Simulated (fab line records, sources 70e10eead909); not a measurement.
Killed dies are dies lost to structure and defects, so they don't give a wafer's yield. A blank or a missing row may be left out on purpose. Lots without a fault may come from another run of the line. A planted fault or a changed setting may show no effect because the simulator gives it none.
fab line records | flow nand_harc
record lots=24 wafers=72 last_day=33
route steps=1302 shown P_M2@341 P_BONDPAD@370 A_CHANNEL_HOLE_D1@474
lots that met no fault: from a run of the same line without faults
start_h: hours from the record's first day to the start of the lot's first wafer shown | wait_h: hours since the lot's step before | " the same as in the row above | L1.1+2: a row that stands for several wafers | - no value, or no start given | * or withheld: withheld | < > ~ a bound
route shown NAME@n: a module of which the file shows steps, and the number in the route of the first | usual: mean/standard deviation of fault-free wafers | same: alike in all rows | chamber/n: place in a boat | sites: the reading at each site | _std_site: their standard deviation | _edge_site: outer sites' mean less inner sites' | radius_mm: how far each site lies from the wafer's centre | mask NAME#n: copy n | behind: the tool/chamber that last shaped the wafer | hold: why the lot was held/for how many hours/how that ended | device: the transistor (n, p or np) that didn't switch | end of line: the same wafers' tests at the end of the route | a step without rows: its recipe alone | killed: dies lost to structure and defects at the first sort, not the wafer's yield | map: a wafer's dies, x killed, . not, _ none there
set.NAME: the setting as run; set.NAME@STEP: as run at that earlier step | model.NAME: the simulator's own value behind a step, which no gauge read
steps of the route over a sample of lots; a table a step, a row a wafer
services: from which hour (start_h, from the record's first day; less than 0 if before it) a tool's chamber was out of use, for how many hours, and why
## steps
# step NHARC_P_M2_PVD_21
# recipe target_thk_a=300 chamber_pressure_pa=5 power_w=5000 substrate_temp_c=30 time_s=20.49 material=Cu
# usual throttle_valve_pct=30.0/0.9
# columns lot.wafer tool chamber start_h wait_h throttle_valve_pct
L074.4 pvd_sputter-03 - - - 29.3
L074.1 " - " " 28.3
L074.2 " - " " 30.2
L075.2 pvd_sputter-03 - - - 27.9
L075.5 " - " " 30.3
L075.6 " - " " 29.4
L076.2 pvd_sputter-02 - - - 30.4
L076.1 " - " " 31.4
L076.5 " - " " 30.4
L077.2 pvd_sputter-03 - - - 29.5
L077.3 " - " " 28.1
L077.6 " - " " 29.4
L078.3 pvd_sputter-02 - 170.05 - 30.8
L078.1 " - " " 28.8
L078.5 " - " " 28.9
L079.2 pvd_sputter-02 - - - 30.4
L079.6 " - " " 30.6
L079.5 " - " " 28.8
L080.1 pvd_sputter-01 - - - 29.2
L080.3 " - " " 29.2
L080.5 " - " " 29.4
L081.3 pvd_sputter-02 - - - 30.3
L081.4 " - " " 30.9
L081.6 " - " " 31.6
L082.1 pvd_sputter-02 - - - 30.5
L082.4 " - " " 28.7
L082.6 " - " " 28.6
L083.2 pvd_sputter-03 - - - 29.1
L083.4 " - " " 30.6
L083.6 " - " " 30.4
L085.2 pvd_sputter-02 - - - 28.7
L085.3 " - " " 30.2
L085.1 " - " " 30.6
L084.3 pvd_sputter-03 - - - 30.1
L084.2 " - " " 30.7
L084.5 " - " " 29.3
L086.3 pvd_sputter-03 - - - 29.1
L086.6 " - " " 29.2
L086.5 " - " " 30.1
L088.4 pvd_sputter-02 - - - 30.3
L088.6 " - " " 28.7
L088.5 " - " " 31.4
L087.2 pvd_sputter-03 - - - 29.5
L087.1 " - " " 30.6
L087.6 " - " " 29.0
L089.3 pvd_sputter-01 - - - 30.1
L089.1 " - " " 30.3
L089.6 " - " " 28.9
L090.3 pvd_sputter-03 - - - 30.6
L090.1 " - " " 30.0
L090.5 " - " " 29.3
L091.4 pvd_sputter-01 - - - 30.7
L091.3 " - " " 30.1
L091.6 " - " " 28.7
L092.2 pvd_sputter-03 - - - 29.5
L092.3 " - " " 29.3
L092.1 " - " " 30.7
L093.2 pvd_sputter-01 - - - 31.0
L093.3 " - " " 30.1
L093.1 " - " " 30.2
L094.2 pvd_sputter-02 - - - 31.9
L094.4 " - " " 30.2
L094.1 " - " " 30.9
L095.3 pvd_sputter-02 - - - 30.9
L095.2 " - " " 28.8
L095.6 " - " " 32.0
L096.1 pvd_sputter-01 - - - 30.1
L096.2 " - " " 28.9
L096.6 " - " " 29.8
L097.3 pvd_sputter-01 - - - 30.3
L097.2 " - " " 31.0
L097.6 " - " " 28.7
# step NHARC_P_BONDPAD_CD_MEAS_13
# usual cd_nm=499.3/1.9
# columns lot.wafer tool chamber start_h wait_h cd_nm
L074.1 cd_sem-01 - 130.44 - 499.9
L074.2 " - " " 499.2
L074.4 " - " " 496.6
L075.2 cd_sem-03 - 145.83 - 502.0
L075.5 " - " " 500.3
L075.6 " - " " 497.1
L076.1 cd_sem-02 - 149.25 - 500.1
L076.2 " - " " 499.8
L076.5 " - " " 501.2
L077.2 cd_sem-02 - 164.39 - 498.2
L077.3 " - " " 498.7
L077.6 " - " " 499.2
L078.1 cd_sem-02 - 173.74 - 498.8
L078.3 " - " " 502.6
L078.5 " - " " 497.5
L079.2 cd_sem-02 - 183.82 - 500.7
L079.5 " - " " 499.9
L079.6 " - " " 498.3
L080.1 cd_sem-01 - 198.37 - 497.7
L080.3 " - " " 501.1
L080.5 " - " " 500.6
L081.3 cd_sem-01 - 212.56 - 497.4
L081.4 " - " " 498.5
L081.6 " - " " 500.7
L082.1 cd_sem-02 - 215.86 - 501.7
L082.4 " - " " 500.1
L082.6 " - " " 500.1
L083.2 cd_sem-03 - 230.72 - 498.6
L083.4 " - " " 495.0
L083.6 " - " " 494.6
L084.2 cd_sem-01 - 245.96 - 497.8
L084.3 " - " " 499.5
L084.5 " - " " 495.8
L085.1 cd_sem-01 - 246.46 - 497.5
L085.2 " - " " 501.0
L085.3 " - " " 497.3
L086.3 cd_sem-03 - 256.51 - 498.8
L086.5 " - " " 500.0
L086.6 " - " " 499.8
L088.4 cd_sem-02 - 277.21 - 502.5
L088.5 " - " " 500.6
L088.6 " - " " 498.4
L087.1 cd_sem-02 - 278.24 - 499.1
L087.2 " - " " 499.1
L087.6 " - " " 504.5
L089.1 cd_sem-02 - 289.51 - 499.8
L089.3 " - " " 499.4
L089.6 " - " " 500.5
L090.1 cd_sem-02 - 296.30 - 499.4
L090.3 " - " " 499.8
L090.5 " - " " 501.4
L091.3 cd_sem-02 - 307.43 - 496.8
L091.4 " - " " 497.3
L091.6 " - " " 498.1
L092.1 cd_sem-03 - 320.18 - 502.2
L092.2 " - " " 501.5
L092.3 " - " " 498.5
L093.1 cd_sem-02 - 320.34 - 501.6
L093.2 " - " " 498.4
L093.3 " - " " 497.4
L094.1 cd_sem-03 - 329.85 - 500.7
L094.2 " - " " 504.5
L094.4 " - " " 500.0
L095.2 cd_sem-01 - 343.10 - 499.1
L095.3 " - " " 497.1
L095.6 " - " " 497.7
L096.1 cd_sem-03 - 357.45 - 501.2
L096.2 " - " " 500.4
L096.6 " - " " 499.5
L097.2 cd_sem-02 - 365.38 - 496.3
L097.3 " - " " 499.7
L097.6 " - " " 498.1
# step NHARC_P_BONDPAD_ETCH_24
# recipe target_depth_a=300 over_etch_frac=0.3 time_s=72.99 ion_energy_ev=150 cf4_flow_sccm=50 n2_flow_sccm=100 ar_flow_sccm=150 rf_w=300 bias_w=100 chemistry=CF4/N2
# usual cf4_flow_sccm=49.99/0.14 drypump_motor_current_A=5.9/0.45 oes_product_au=1.005/0.01 rf_vpp_V=313.9/1.8 showerhead_plenum_p_Torr=2.61/0.092 throttle_valve_pct=19.795/0.0097
# columns lot.wafer tool chamber start_h wait_h cf4_flow_sccm drypump_motor_current_A oes_product_au rf_hours_counter_h rf_vpp_V showerhead_plenum_p_Torr throttle_valve_pct
L074.2 rie_diel-02 1 - - 49.83 6.1 0.993 1.6 311.9 2.47 19.814
L074.4 " 2 " " 50.19 5.4 1.012 1.6 312.0 2.55 19.795
L074.1 " 3 " " 49.86 5.6 1.007 1.5 315.3 2.66 19.808
L075.2 rie_diel-13 2 - - 49.90 5.8 1.022 9.9 311.4 2.51 19.806
L075.5 " 2 " " 49.93 5.8 1.022 - 312.4 2.51 19.789
L075.6 " 3 " " 50.15 6.8 1.005 - 314.1 2.64 19.781
L076.2 rie_diel-07 1 - - 50.08 6.3 1.006 2.2 316.5 2.82 19.789
L076.1 " 3 " " 49.90 5.7 0.991 2.1 312.6 2.49 19.791
L076.5 " 1 " " 50.03 6.3 1.000 - 317.4 2.82 19.795
L077.2 rie_diel-07 3 - - 50.22 5.7 1.000 2.3 310.3 2.49 19.782
L077.3 " 0 " " 50.02 6.0 0.994 2.4 312.8 2.54 19.799
L077.6 " 2 " " 49.97 5.2 0.998 - 313.3 2.63 19.803
L078.3 rie_diel-07 0 - - 49.95 6.0 1.003 2.5 311.9 2.54 19.814
L078.1 " 2 " " 50.11 5.2 0.997 2.7 314.7 2.63 19.802
L078.5 " 3 " " 49.81 5.7 1.017 - 312.6 2.49 19.793
L079.2 rie_diel-13 2 - - 50.24 5.8 1.012 0.6 312.1 2.51 19.781
L079.6 " 3 " " 49.83 6.8 1.009 - 313.9 2.64 19.807
L079.5 " 0 " " 50.13 5.5 1.001 - 315.7 2.64 19.799
L080.3 rie_diel-07 1 - - 50.06 6.3 1.000 5.0 317.3 2.81 19.792
L080.1 " 2 " " 49.74 5.2 0.993 4.4 315.5 2.63 19.799
L080.5 " 0 " " 49.95 6.0 0.985 - 312.4 2.54 19.786
L081.4 rie_diel-07 1 - - 49.84 6.3 1.002 5.7 317.4 2.81 19.801
L081.3 " 2 " " 50.04 5.2 0.994 5.6 316.1 2.63 19.781
L081.6 " 2 " " 49.99 5.2 1.001 - 314.6 2.63 19.794
L082.4 rie_diel-13 2 - - 49.99 5.8 1.006 1.5 311.4 2.51 19.806
L082.1 " 1 " " 50.16 5.8 1.031 1.8 314.8 2.67 19.800
L082.6 " 3 " " 49.87 6.8 1.016 - 314.6 2.64 19.792
L083.2 rie_diel-02 1 - - 50.08 6.1 1.001 0.3 311.4 2.47 19.794
L083.4 " 2 " " 50.01 5.5 0.993 0.2 313.4 2.55 19.791
L083.6 " 3 " " 50.11 5.6 1.002 - 314.7 2.66 19.800
L084.2 rie_diel-13 3 - - 50.11 6.8 1.004 3.6 313.4 2.63 19.792
L084.3 " 0 " " 49.91 5.5 0.989 3.7 315.3 2.64 19.796
L084.5 " 2 " " 49.64 5.8 1.002 - 312.1 2.51 19.801
L085.3 rie_diel-13 3 - - 49.98 6.8 1.009 3.7 313.3 2.63 19.783
L085.1 " 0 " " 49.82 5.5 1.006 3.8 315.0 2.64 19.801
L085.2 " 1 " " 49.86 5.8 1.015 3.9 316.0 2.67 19.788
L086.3 rie_diel-13 3 - - 50.10 6.8 1.018 3.9 314.4 2.64 19.803
L086.6 " 3 " " 50.11 6.8 1.017 - 314.3 2.63 19.786
L086.5 " 0 " " 50.05 5.5 0.996 - 314.4 2.64 19.807
L088.4 rie_diel-13 1 - - 50.15 5.8 1.016 5.3 314.5 2.67 19.794
L088.6 " 2 " " 49.72 5.8 1.002 - 311.5 2.51 19.797
L088.5 " 3 " " 50.00 6.8 1.009 - 314.2 2.63 19.784
L087.1 rie_diel-13 0 - - 49.93 5.5 1.011 5.1 313.6 2.64 19.792
L087.2 " 3 " " 49.96 6.8 1.010 4.8 315.6 2.63 19.796
L087.6 " 0 " " 49.80 5.5 1.017 - 314.3 2.64 19.806
L089.3 rie_diel-13 1 - - 50.09 5.8 1.010 6.1 313.0 2.67 19.809
L089.1 " 2 " " 49.91 5.8 1.016 5.4 311.9 2.51 19.791
L089.6 " 1 " " 49.93 5.8 1.029 - 315.5 2.67 19.797
L090.1 rie_diel-02 2 - - 50.15 5.4 0.989 2.7 312.8 2.55 19.810
L090.3 " 3 " " 49.96 5.6 1.007 2.5 313.8 2.66 19.785
L090.5 " 2 " " 50.01 5.4 0.995 - 313.4 2.55 19.802
L091.3 rie_diel-13 2 - - 50.17 5.8 1.007 6.5 311.9 2.51 19.786
L091.4 " 3 " " 50.06 6.8 1.026 6.8 314.4 2.63 19.793
L091.6 " 2 " " 49.96 5.8 1.013 - 312.1 2.51 19.792
L092.3 rie_diel-13 1 - - 50.05 5.8 1.023 8.4 314.6 2.66 19.792
L092.2 " 2 " " 49.76 5.8 1.016 6.7 312.1 2.51 19.775
L092.1 " 3 " " 50.14 6.8 1.025 7.5 315.2 2.63 19.801
L093.2 rie_diel-07 1 - - 49.96 6.2 1.007 1.2 316.9 2.81 19.778
L093.1 " 3 " " 49.90 5.7 0.990 1.7 310.9 2.48 19.809
L093.3 " 0 " " 49.87 6.0 0.991 1.3 311.1 2.54 19.784
L094.4 rie_diel-02 1 - - 50.15 6.1 0.993 3.9 311.4 2.47 19.795
L094.2 " 2 " " 50.05 5.4 0.992 3.9 313.4 2.55 19.803
L094.1 " 0 " " 49.96 5.5 1.010 3.7 316.0 2.72 19.793
L095.2 rie_diel-02 1 - - 49.96 6.0 0.997 4.2 311.7 2.47 19.785
L095.3 " 2 " " 50.01 5.4 0.985 4.2 313.8 2.55 19.786
L095.6 " 0 " " 49.98 5.5 1.010 - 315.9 2.72 19.813
L096.2 rie_diel-13 3 - - 49.77 6.8 1.019 0.5 312.5 2.63 19.799
L096.1 " 0 " " 49.90 5.5 1.008 0.7 314.1 2.64 19.788
L096.6 " 3 " " 49.84 6.8 1.016 - 314.5 2.63 19.792
L097.2 rie_diel-02 1 - - 50.28 6.1 0.986 5.0 311.7 2.47 19.788
L097.3 " 2 " " 50.36 5.4 0.998 5.1 312.7 2.55 19.802
L097.6 " 1 " " 50.03 6.2 0.983 - 311.5 2.47 19.799
# step NHARC_P_BONDPAD_INSPECT_23
# usual raw_defect_count=337/120
# columns lot.wafer tool chamber start_h wait_h raw_defect_count
L074.1 defect_inspect-01 - 132.69 0.0 237
L074.2 " - " " 304
L074.4 " - " " 192
L075.2 defect_inspect-02 - 148.09 0.0 330
L075.5 " - " " 220
L075.6 " - " " 195
L076.1 defect_inspect-02 - 151.51 0.0 303
L076.2 " - " " 407
L076.5 " - " " 439
L077.2 defect_inspect-02 - 167.12 0.0 268
L077.3 " - " " 547
L077.6 " - " " 445
L078.1 defect_inspect-01 - 176.00 0.0 307
L078.3 " - " " 316
L078.5 " - " " 323
L079.2 defect_inspect-02 - 186.11 0.0 231
L079.5 " - " " 163
L079.6 " - " " 298
L080.1 defect_inspect-02 - 200.61 0.0 354
L080.3 " - " " 278
L080.5 " - " " 265
L081.3 defect_inspect-01 - 214.79 0.0 434
L081.4 " - " " 424
L081.6 " - " " 400
L082.1 defect_inspect-01 - 218.12 0.0 250
L082.4 " - " " 304
L082.6 " - " " 359
L083.2 defect_inspect-01 - 232.96 0.0 479
L083.4 " - " " 676
L083.6 " - " " 453
L084.2 defect_inspect-01 - 248.21 0.0 434
L084.3 " - " " 364
L084.5 " - " " 318
L085.1 defect_inspect-01 - 248.81 0.0 510
L085.2 " - " " 398
L085.3 " - " " 489
L086.3 defect_inspect-01 - 258.76 0.0 246
L086.5 " - " " 396
L086.6 " - " " 365
L088.4 defect_inspect-01 - 279.46 0.0 344
L088.5 " - " " 238
L088.6 " - " " 542
L087.1 defect_inspect-01 - 280.48 0.0 299
L087.2 " - " " 190
L087.6 " - " " 471
L089.1 defect_inspect-02 - 291.81 0.0 239
L089.3 " - " " 330
L089.6 " - " " 239
L090.1 defect_inspect-01 - 298.61 0.0 438
L090.3 " - " " 233
L090.5 " - " " 468
L091.3 defect_inspect-01 - 309.68 0.0 171
L091.4 " - " " 248
L091.6 " - " " 240
L092.1 defect_inspect-01 - 322.44 0.0 349
L092.2 " - " " 526
L092.3 " - " " 360
L093.1 defect_inspect-02 - 322.71 0.0 178
L093.2 " - " " 226
L093.3 " - " " 153
L094.1 defect_inspect-02 - 332.08 0.0 591
L094.2 " - " " 606
L094.4 " - " " 427
L095.2 defect_inspect-02 - 345.36 0.0 196
L095.3 " - " " 276
L095.6 " - " " 210
L096.1 defect_inspect-02 - 359.69 0.0 273
L096.2 " - " " 205
L096.6 " - " " 366
L097.2 defect_inspect-02 - 367.63 0.0 250
L097.3 " - " " 221
L097.6 " - " " 344
# step NHARC_A_CHANNEL_HOLE_D1_ETCH_22
# recipe bias_v=3000 source_w=withheld pressure_mtorr=20 time_s=666.7 ar_flow_sccm=375 c4f8_flow_sccm=89.3 o2_flow_sccm=35.7 temp_c=-20 target_depth_a=16000 chemistry=C4F8/O2/Ar
# usual drypump_motor_current_A=5.67/0.28 showerhead_plenum_p_Torr=3.68/0.03 throttle_valve_pct=32.154/0.0086
# columns lot.wafer tool chamber start_h wait_h drypump_motor_current_A rf_hours_counter_h showerhead_plenum_p_Torr throttle_valve_pct
L074.1 har_etch-02 0 172.99 0.4 5.33 292 3.71 32.153
L074.2 " 1 " " 6.08 292 3.73 32.148
L074.4 " 0 " " 5.32 - 3.71 32.160
L075.2 har_etch-02 1 190.02 0.4 6.08 303 3.72 32.141
L075.6 " 0 " " 5.33 - 3.70 32.163
L075.5 " 1 " " 6.10 - 3.72 32.139
L076.2 har_etch-01 1 197.05 0.4 5.63 93 3.68 32.142
L076.1 " 0 " " 5.63 93 3.73 32.158
L076.5 " 1 " " 5.62 - 3.68 32.141
L077.2 har_etch-02 1 209.14 0.4 6.06 314 3.72 32.153
L077.3 " 0 " " 5.34 - 3.69 32.148
L077.6 " 0 " " 5.33 - 3.69 32.167
L078.1 har_etch-02 0 220.02 0.4 5.30 318 3.69 32.137
L078.3 " 1 " " 6.08 - 3.72 32.168
L078.5 " 1 " " 6.07 - 3.71 32.139
L079.2 har_etch-02 0 235.19 0.4 5.33 329 3.69 32.160
L079.5 " 0 " " 5.34 - 3.68 32.160
L079.6 " 1 " " 6.06 - 3.71 32.155
L080.1 har_etch-02 0 243.16 0.4 5.33 333 3.68 32.161
L080.3 " 1 " " 6.05 - 3.71 32.156
L080.5 " 0 " " 5.33 - 3.68 32.152
L082.1 har_etch-02 1 260.68 0.4 6.05 337 3.70 32.149
L082.4 " 0 " " 5.33 - 3.68 32.165
L082.6 " 1 " " 6.04 - 3.70 32.155
L081.4 har_etch-01 1 261.75 0.4 5.66 - 3.66 32.157
L081.3 " 0 " " 5.63 - 3.71 32.158
L081.6 " 1 " " 5.65 - 3.66 32.167
L083.2 har_etch-02 0 279.84 0.4 5.34 353 3.67 32.162
L083.4 " 0 " " 5.36 - 3.67 32.168
L083.6 " 0 " " 5.34 - 3.67 32.158
L085.2 har_etch-02 0 291.08 0.4 5.33 360 3.67 32.150
L085.1 " 1 " " 6.09 360 3.69 32.171
L085.3 " 0 " " 5.31 - 3.67 32.158
L084.2 har_etch-01 1 291.95 0.4 5.66 150 3.65 32.156
L084.3 " 0 " " 5.64 - 3.70 32.143
L084.5 " 0 " " 5.65 - 3.70 32.158
L086.3 har_etch-01 0 306.23 0.4 5.64 - 3.70 32.140
L086.5 " 1 " " 5.65 - 3.64 32.163
L086.6 " 0 " " 5.63 - 3.70 32.144
L088.4 har_etch-02 1 327.60 0.4 6.05 - 3.68 32.149
L088.6 " 1 " " 6.06 - 3.68 32.142
L088.5 " 0 " " 5.32 - 3.66 32.142
L087.1 har_etch-01 1 328.32 0.4 5.66 169 3.64 32.164
L087.2 " 0 " " 5.63 169 3.69 32.168
L087.6 " 1 " " 5.68 - 3.64 32.155
L089.1 har_etch-02 1 336.38 0.4 6.05 387 3.68 32.155
L089.3 " 1 " " 6.05 - 3.68 32.144
L089.6 " 1 " " 6.04 - 3.68 32.137
L090.1 har_etch-01 0 341.07 0.4 5.65 177 3.69 32.152
L090.3 " 1 " " 5.67 - 3.63 32.164
L090.5 " 1 " " 5.68 - 3.63 32.163
L091.3 har_etch-02 1 352.87 0.4 6.04 - 3.67 32.149
L091.4 " 0 " " 5.33 - 3.65 32.156
L091.6 " 1 " " 6.04 - 3.67 32.153
L092.2 har_etch-01 1 364.19 0.4 5.65 188 3.63 32.148
L092.1 " 0 " " 5.63 188 3.68 32.162
L092.3 " 1 " " 5.67 - 3.63 32.166
L093.1 har_etch-02 0 367.10 0.4 5.31 403 3.65 32.158
L093.2 " 1 " " 6.10 403 3.67 32.149
L093.3 " 1 " " 6.09 - 3.67 32.153
L094.1 har_etch-01 1 379.64 0.4 5.64 200 3.62 32.165
L094.2 " 0 " " 5.64 200 3.67 32.168
L094.4 " 1 " " 5.66 - 3.62 32.159
L095.2 har_etch-01 1 386.34 0.4 5.66 203 3.62 32.164
L095.3 " 1 " " 5.66 - 3.62 32.165
L095.6 " 0 " " 5.67 - 3.67 32.168
L096.2 har_etch-02 0 405.45 0.4 5.33 9 3.64 32.144
L096.1 " 1 " " 6.02 9 3.66 32.152
L096.6 " 1 " " 6.07 - 3.66 32.136
L097.2 har_etch-01 0 409.14 0.4 5.63 222 3.66 32.139
L097.3 " 0 " " 5.63 - 3.66 32.162
L097.6 " 0 " " 5.62 - 3.66 32.145
# step NHARC_A_CHANNEL_HOLE_D1_ETCH_25
# recipe bias_v=5000 source_w=withheld pressure_mtorr=20 time_s=1040.2 ar_flow_sccm=375 c4f8_flow_sccm=93.8 o2_flow_sccm=31.2 temp_c=-20 target_depth_a=15000 chemistry=C4F8/O2/Ar
# usual drypump_motor_current_A=5.68/0.28 showerhead_plenum_p_Torr=3.67/0.03 throttle_valve_pct=32.235/0.0082
# columns lot.wafer tool chamber start_h wait_h drypump_motor_current_A rf_hours_counter_h showerhead_plenum_p_Torr throttle_valve_pct
L074.1 har_etch-02 0 175.02 0.6 5.34 294 3.70 32.233
L074.2 " 1 " " 6.04 294 3.72 32.243
L074.4 " 0 " " 5.34 - 3.70 32.247
L075.2 har_etch-02 1 192.12 0.7 6.03 305 3.72 32.243
L075.6 " 0 " " 5.31 - 3.69 32.239
L075.5 " 1 " " 6.02 - 3.72 32.239
L076.2 har_etch-01 1 199.08 0.6 5.66 95 3.67 32.231
L076.1 " 0 " " 5.64 95 3.73 32.243
L076.5 " 1 " " 5.65 - 3.67 32.228
L077.2 har_etch-02 1 211.15 0.6 6.09 316 3.71 32.237
L077.3 " 0 " " 5.33 - 3.69 32.221
L077.6 " 0 " " 5.33 - 3.69 32.242
L078.1 har_etch-02 0 222.09 0.6 5.34 320 3.69 32.241
L078.3 " 1 " " 6.05 - 3.71 32.229
L078.5 " 1 " " 6.04 - 3.71 32.230
L079.2 har_etch-02 0 237.22 0.6 5.32 331 3.68 32.249
L079.5 " 0 " " 5.34 - 3.68 32.226
L079.6 " 1 " " 6.06 - 3.70 32.232
L080.1 har_etch-02 0 245.18 0.6 5.33 335 3.68 32.242
L080.3 " 1 " " 6.08 - 3.70 32.233
L080.5 " 0 " " 5.32 - 3.68 32.237
L082.1 har_etch-02 1 262.77 0.7 6.11 339 3.70 32.228
L082.4 " 0 " " 5.33 - 3.68 32.237
L082.6 " 1 " " 6.06 - 3.70 32.234
L081.4 har_etch-01 1 263.88 0.7 5.66 - 3.65 32.233
L081.3 " 0 " " 5.63 - 3.71 32.229
L081.6 " 1 " " 5.68 - 3.65 32.240
L083.2 har_etch-02 0 281.84 0.6 5.34 355 3.67 32.237
L083.4 " 0 " " 5.33 - 3.67 32.237
L083.6 " 0 " " 5.33 - 3.67 32.233
L085.2 har_etch-02 0 293.12 0.6 5.30 362 3.66 32.239
L085.1 " 1 " " 6.03 362 3.69 32.239
L085.3 " 0 " " 5.33 - 3.66 32.229
L084.2 har_etch-01 1 293.98 0.6 5.65 152 3.64 32.230
L084.3 " 0 " " 5.66 - 3.70 32.236
L084.5 " 0 " " 5.65 - 3.70 32.226
L086.3 har_etch-01 0 308.42 0.7 5.63 - 3.69 32.216
L086.5 " 1 " " 5.67 - 3.64 32.240
L086.6 " 0 " " 5.63 - 3.69 32.238
L088.4 har_etch-02 1 329.72 0.7 6.06 - 3.68 32.240
L088.6 " 1 " " 6.04 - 3.68 32.228
L088.5 " 0 " " 5.33 - 3.65 32.240
L087.1 har_etch-01 1 330.33 0.6 5.64 171 3.63 32.230
L087.2 " 0 " " 5.64 171 3.68 32.248
L087.6 " 1 " " 5.65 - 3.63 32.234
L089.1 har_etch-02 1 338.40 0.6 6.08 389 3.67 32.220
L089.3 " 1 " " 6.06 - 3.67 32.235
L089.6 " 1 " " 6.04 - 3.67 32.213
L090.1 har_etch-01 0 343.17 0.7 5.64 179 3.68 32.239
L090.3 " 1 " " 5.66 - 3.63 32.234
L090.5 " 1 " " 5.68 - 3.63 32.238
L091.3 har_etch-02 1 355.00 0.7 6.05 - 3.67 32.235
L091.4 " 0 " " 5.32 - 3.64 32.240
L091.6 " 1 " " 6.07 - 3.67 32.254
L092.2 har_etch-01 1 366.21 0.6 5.67 190 3.62 32.229
L092.1 " 0 " " 5.63 190 3.67 32.234
L092.3 " 1 " " 5.67 - 3.62 32.242
L093.1 har_etch-02 0 369.12 0.6 5.33 405 3.64 32.240
L093.2 " 1 " " 6.02 405 3.66 32.238
L093.3 " 1 " " 6.05 - 3.66 32.247
L094.1 har_etch-01 1 381.66 0.6 5.65 202 3.61 32.218
L094.2 " 0 " " 5.62 202 3.67 32.233
L094.4 " 1 " " 5.66 - 3.61 32.231
L095.2 har_etch-01 1 388.38 0.6 5.64 205 3.61 32.235
L095.3 " 1 " " 5.64 - 3.61 32.226
L095.6 " 0 " " 5.64 - 3.67 32.225
L096.2 har_etch-02 0 407.46 0.6 5.34 11 3.63 32.241
L096.1 " 1 " " 6.11 11 3.66 32.244
L096.6 " 1 " " 6.09 - 3.66 32.238
L097.2 har_etch-01 0 411.19 0.6 5.65 224 3.66 32.234
L097.3 " 0 " " 5.66 - 3.66 32.228
L097.6 " 0 " " 5.66 - 3.66 32.228
## services
# columns tool chamber start_h hours kind
pvd_sputter-02 - 104.96 10.0 pm
pvd_sputter-01 - 111.53 11.3 repair
rie_diel-07 3 114.87 3.7 repair
rie_diel-07 - 117.20 9.0 pm
pvd_sputter-02 - 130.67 2.3 repair
rie_diel-13 0 136.59 4.9 repair
rie_diel-07 - 143.23 1.0 repair
rie_diel-13 - 165.01 9.0 pm
pvd_sputter-03 - 170.04 10.0 pm
rie_diel-13 0 190.23 5.5 repair
rie_diel-13 0 216.19 6.8 repair
pvd_sputter-02 - 269.72 1.4 repair
pvd_sputter-02 - 282.96 10.0 pm
rie_diel-13 0 283.41 4.2 repair
rie_diel-13 2 294.65 1.3 repair
rie_diel-13 2 308.50 5.5 repair
rie_diel-13 - 342.01 9.0 pm
pvd_sputter-03 - 346.75 0.9 repair
pvd_sputter-03 - 348.04 10.0 pm
pvd_sputter-03 - 362.70 7.5 repair
rie_diel-13 0 374.47 11.8 repair
har_etch-02 - 378.38 17.0 pm
pvd_sputter-03 - 383.63 1.4 repair
pvd_sputter-03 - 406.46 3.6 repair
## key
fault none
